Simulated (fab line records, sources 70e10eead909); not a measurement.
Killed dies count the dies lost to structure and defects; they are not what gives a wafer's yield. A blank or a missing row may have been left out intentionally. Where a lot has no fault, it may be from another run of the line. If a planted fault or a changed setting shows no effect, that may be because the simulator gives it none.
Which tool is to blame? + flow nand_harc + 36 wafers from 12 lots sampled at 6 of the route's 1302 steps

== WHAT THE GAUGES READ, wafer by wafer ==
NHARC_P_M2_THK_MEAS_24: measures by xrf.
| lot  | measured     | on            | thk_nm (nm)       |
|------|--------------|---------------|-------------------|
| L075 | day 6 22:58  | film_metro-02 | 141.9 143.9 145.0 |
| L077 | day 7 16:29  | film_metro-02 | 145.9 143.7 144.9 |
| L079 | day 8 16:19  | film_metro-02 | 143.2 146.8 146.0 |
| L081 | day 9 08:06  | film_metro-01 | 143.9 147.0 145.8 |
| L083 | day 10 02:44 | film_metro-01 | 146.4 142.6 145.4 |
| L085 | day 11 05:29 | film_metro-01 | 143.9 145.2 144.1 |
| L087 | day 12 00:20 | film_metro-02 | 146.8 145.2 145.5 |
| L089 | day 12 21:26 | film_metro-01 | 141.9 144.2 143.0 |
| L091 | day 13 10:56 | film_metro-02 | 144.3 143.7 144.9 |
| L093 | day 14 11:27 | film_metro-02 | 143.8 146.8 147.9 |
| L095 | day 15 00:58 | film_metro-02 | 144.1 145.3 146.9 |
| L097 | day 15 23:38 | film_metro-02 | 147.1 146.1 145.8 |

== EACH LOT AND THE TOOL THAT RAN IT (in order: tool; ch and the chambers of the sampled wafers; start) ==
| lot  | NHARC_P_GATE_STRIP_111               | NHARC_P_GATE_RTA_80              | NHARC_P_CONTACT_DEP_30          | NHARC_P_CONTACT_DEGAS_38     | NHARC_P_CONTACT_PVD_32                  |
|------|--------------------------------------|----------------------------------|---------------------------------|------------------------------|-----------------------------------------|
| L075 | plasma_asher-01 ch 0,1, day 6 00:32  | rtp_anneal-01 ch 0, day 6 05:55  | pecvd-01 ch 0,1,2, day 6 06:43  | pvd_sputter-01, day 6 09:58  | pvd_sputter-01, day 6 22:58 or earlier  |
| L077 | plasma_asher-02 ch 1, day 6 16:53    | rtp_anneal-02 ch 0, day 6 22:37  | pecvd-04 ch 2, day 6 23:20      | pvd_sputter-01, day 7 02:51  | pvd_sputter-01, day 7 16:29 or earlier  |
| L079 | plasma_asher-01 ch 1, day 7 17:46    | rtp_anneal-01 ch 0, day 7 23:17  | pecvd-03 ch 0,1,2, day 8 00:03  | pvd_sputter-02, day 8 03:11  | pvd_sputter-02, day 8 16:19 or earlier  |
| L081 | plasma_asher-02 ch 1, day 8 09:17    | rtp_anneal-01 ch 0, day 8 14:41  | pecvd-04 ch 1,2, day 8 15:22    | pvd_sputter-01, day 8 18:49  | pvd_sputter-01, day 9 08:06 or earlier  |
| L083 | plasma_asher-02 ch 0,1, day 9 04:31  | rtp_anneal-01 ch 0, day 9 09:50  | pecvd-01 ch 0,2, day 9 10:32    | pvd_sputter-02, day 9 13:43  | pvd_sputter-02, day 10 02:44 or earlier |
| L085 | plasma_asher-02 ch 1, day 10 07:23   | rtp_anneal-02 ch 0, day 10 12:32 | pecvd-04 ch 1,2, day 10 13:14   | pvd_sputter-03, day 10 16:26 | pvd_sputter-03, day 11 05:29 or earlier |
| L087 | plasma_asher-02 ch 0,1, day 11 00:13 | rtp_anneal-02 ch 0, day 11 05:41 | pecvd-03 ch 0,1,2, day 11 06:24 | pvd_sputter-03, day 11 09:51 | pvd_sputter-03, day 12 00:20 or earlier |
| L089 | plasma_asher-02 ch 0, day 11 21:57   | rtp_anneal-02 ch 0, day 12 04:03 | pecvd-03 ch 0,1,2, day 12 04:49 | pvd_sputter-03, day 12 08:16 | pvd_sputter-03, day 12 21:26 or earlier |
| L091 | plasma_asher-02 ch 0, day 12 12:20   | rtp_anneal-01 ch 0, day 12 17:50 | pecvd-04 ch 0,1,2, day 12 18:35 | pvd_sputter-01, day 12 21:52 | pvd_sputter-01, day 13 10:56 or earlier |
| L093 | plasma_asher-02 ch 0,1, day 13 11:13 | rtp_anneal-02 ch 0, day 13 16:39 | pecvd-03 ch 0,2, day 13 17:23   | pvd_sputter-02, day 13 20:34 | pvd_sputter-02, day 14 11:27 or earlier |
| L095 | plasma_asher-01 ch 0,1, day 14 02:24 | rtp_anneal-02 ch 0, day 14 07:34 | pecvd-03 ch 0,1, day 14 08:14   | pvd_sputter-01, day 14 11:34 | pvd_sputter-01, day 15 00:58 or earlier |
| L097 | plasma_asher-02 ch 0,1, day 15 01:02 | rtp_anneal-02 ch 0, day 15 06:07 | pecvd-01 ch 0,1,2, day 15 06:51 | pvd_sputter-03, day 15 10:20 | pvd_sputter-03, day 15 23:38 or earlier |
- NHARC_P_GATE_STRIP_111: strips in N2/H2, time 250 s.
- NHARC_P_GATE_RTA_80: time 30 s.
- NHARC_P_CONTACT_DEP_30: deposits SiNx, target thk 30 nm.
- NHARC_P_CONTACT_DEGAS_38: time 60 s.
- NHARC_P_CONTACT_PVD_32: deposits Ti, target thk 5 nm, time 17.7 s.

== THE ANSWER, worked out from the rows above alone ==
Rule: what is usual is taken from the lots themselves. The widest of any qualifying gaps counts: lots, ordered by their means at a reading, are off when they make up no more than a third of the lots, leave a main group of 4 or more, and stand apart from it by 3 or more times the standard deviation of that group's means. A main group whose means are all the same, to the digits that the tables above print for the reading, isn't used. Also off: a lot with no number at a reading for which 4 or more lots have one. All remaining lots with rows at the step are treated as sound.
No lot is off at any reading shown: from this, nothing can be told.

== WHAT THE SIMULATOR HAD INSERTED ==
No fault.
